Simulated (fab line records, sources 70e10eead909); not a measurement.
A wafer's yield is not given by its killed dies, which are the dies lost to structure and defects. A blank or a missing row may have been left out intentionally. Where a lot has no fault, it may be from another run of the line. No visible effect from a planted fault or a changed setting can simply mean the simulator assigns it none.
A struck lot beside a sound one / flow nandHarc / 41 steps out of a route of 1302
Sound: the wafers L610.1, L610.3, L610.6. Struck: wafer L618.6. (L618.5 of the same lot was not struck and is left out.) The cause comes at the end.
Per side, at each step with rows, come the tool, then ch with its chambers, and then its first start. Under that, the readings that differ: sound wafers / struck wafers / difference of the means / sigmas: that difference in standard deviations of wafers without a fault.
alike: words and numbers the same on both sides, and readings whose means are apart by under 2 such deviations; not compared: readings that were withheld, readings missing a value for some wafer, numbers with overlapping values and no deviation given by the record, and bounds like >300 which may hide the same value.
Wherever a step has rows on one side only, a row that says differs or no value, or a row with sigmas, the two part there. Non-overlapping numbers with no deviation appear without sigmas and do not part them. A reading missing from all wafers of one side parts the sides only when that side holds two or more wafers.

NHARC_P_GATE_STRIP_101: strips in O2, time 20 s.
  sound on rieDiel-09 ch 0,2, day 6 00:44; struck on rieDiel-01 ch 2, day 9 10:19
  alike: drypumpMotorCurrentA, oesProductAu, rfVppV, showerheadPlenumPTorr, throttleValvePct
  not compared: rfHoursCounterH
then, 11 steps without rows for these wafers: NHARC_P_GATE_PRECLEAN_97 (cleans in SPM, time 600 s); NHARC_P_GATE_SRD_98; NHARC_P_GATE_PRECLEAN_99 (cleans in SC1); NHARC_P_GATE_SRD_100; NHARC_P_GATE_DEHYDRATE_38 (time 120 s); NHARC_P_GATE_HMDS_39 (time 30 s); NHARC_P_GATE_COAT_40; NHARC_P_GATE_SOFTBAKE_41 (time 95 s); NHARC_P_GATE_EBR_42; NHARC_P_GATE_EXPOSE_43 (exposes mask P NSD, target cd 720 nm); NHARC_P_GATE_PEB_44 (peb time 85 s).
NHARC_P_GATE_DEVELOP_45: time 70 s.
  sound on lithoTrack-02 ch 0, day 6 01:00; struck on lithoTrack-05 ch 0, day 9 11:00
then, 1 step without rows for these wafers: NHARC_P_GATE_HARDBAKE_47 (time 80 s).
NHARC_P_GATE_DESCUM_48: chemistry O2, time 3 s.
  sound on rieDiel-01 ch 0,2, day 6 01:49; struck on rieDiel-09 ch 0, day 9 11:25
reading=model.P_GATE.cdNm (nm); sound=719.9 718.7 720.5; struck=118.7; difference=-601.0; sigmas=
  alike: drypumpMotorCurrentA, oesProductAu, rfVppV, showerheadPlenumPTorr, throttleValvePct
  not compared: rfHoursCounterH
after that, 1 step had no rows for these wafers: NHARC_P_GATE_IMPLANT_49.
NHARC_P_GATE_STRIP_111: strips in N2/H2, time 250 s.
  sound on plasmaAsher-01 ch 0,1, day 6 02:11; struck on plasmaAsher-01 ch 1, day 9 11:58
  alike: drypumpMotorCurrentA, heaterPowerW
  not compared: rfHoursCounterH
NHARC_P_GATE_STRIP_75: strips in O2.
  sound on plasmaAsher-01 ch 0,1, day 6 02:29; struck on plasmaAsher-01 ch 1, day 9 12:07
  alike: drypumpMotorCurrentA, heaterPowerW
  not compared: rfHoursCounterH
then, 10 steps without rows for these wafers: NHARC_P_GATE_STRIP_50 (strips in SPM, time 900 s); NHARC_P_GATE_DEHYDRATE_51 (time 120 s); NHARC_P_GATE_HMDS_52 (time 30 s); NHARC_P_GATE_COAT_53; NHARC_P_GATE_SOFTBAKE_54 (time 95 s); NHARC_P_GATE_EBR_55; NHARC_P_GATE_EXPOSE_56 (exposes mask P PSD, target cd 720 nm); NHARC_P_GATE_PEB_57 (peb time 85 s); NHARC_P_GATE_DEVELOP_58 (time 70 s); NHARC_P_GATE_HARDBAKE_60 (time 80 s).
NHARC_P_GATE_DESCUM_61: chemistry O2, time 3 s.
  sound on rieDiel-01 ch 0,2,3, day 6 03:34; struck on rieDiel-09 ch 1, day 9 13:13
  alike: drypumpMotorCurrentA, oesProductAu, rfVppV, showerheadPlenumPTorr, throttleValvePct
  not compared: rfHoursCounterH
after that, 1 step had no rows for these wafers: NHARC_P_GATE_IMPLANT_62.
NHARC_P_GATE_STRIP_112: strips in N2/H2, time 200 s.
  sound on plasmaAsher-01 ch 0,1, day 6 03:59; struck on plasmaAsher-02 ch 1, day 9 13:42
reading=drypumpMotorCurrentA (A); sound=5.8 5.8 5.7; struck=4.7; difference=-1.1; sigmas=-2
  alike: heaterPowerW
  not compared: rfHoursCounterH
then, 9 steps without rows for these wafers: NHARC_P_GATE_STRIP_76 (strips in O2); NHARC_P_GATE_STRIP_63 (strips in SPM, time 900 s); NHARC_P_GATE_DEHYDRATE_83 (time 120 s); NHARC_P_GATE_HMDS_84 (time 30 s); NHARC_P_GATE_COAT_85; NHARC_P_GATE_SOFTBAKE_86 (time 95 s); NHARC_P_GATE_EBR_87; NHARC_P_GATE_EXPOSE_88 (exposes mask P HVN, target cd 2000 nm); NHARC_P_GATE_PEB_89 (peb time 85 s).
NHARC_P_GATE_DESCUM_93: chemistry O2, time 3 s.
  sound on rieDiel-01 ch 0,1, day 6 05:17; struck on rieDiel-09 ch 0, day 9 14:55
reading=oesProductAu (a.u.); sound=0.993 0.997 1.011; struck=0.975; difference=-0.025; sigmas=-2
reading=rfVppV (V); sound=56.7 57.8 57.6; struck=59.3; difference=+1.9; sigmas=+2
reading=showerheadPlenumPTorr (Torr); sound=1.87 1.84 1.84; struck=2.06; difference=+0.21; sigmas=+3
reading=model.P_GATE.cdNm (nm); sound=1996 1998 1998; struck=118.7; difference=-1878.6; sigmas=
  alike: drypumpMotorCurrentA, throttleValvePct
  not compared: rfHoursCounterH

## WHERE THEY PART
Earliest at NHARC_P_GATE_STRIP_112; latest, in this record, at NHARC_P_GATE_DESCUM_93.

WHY: what had been put in by the simulator
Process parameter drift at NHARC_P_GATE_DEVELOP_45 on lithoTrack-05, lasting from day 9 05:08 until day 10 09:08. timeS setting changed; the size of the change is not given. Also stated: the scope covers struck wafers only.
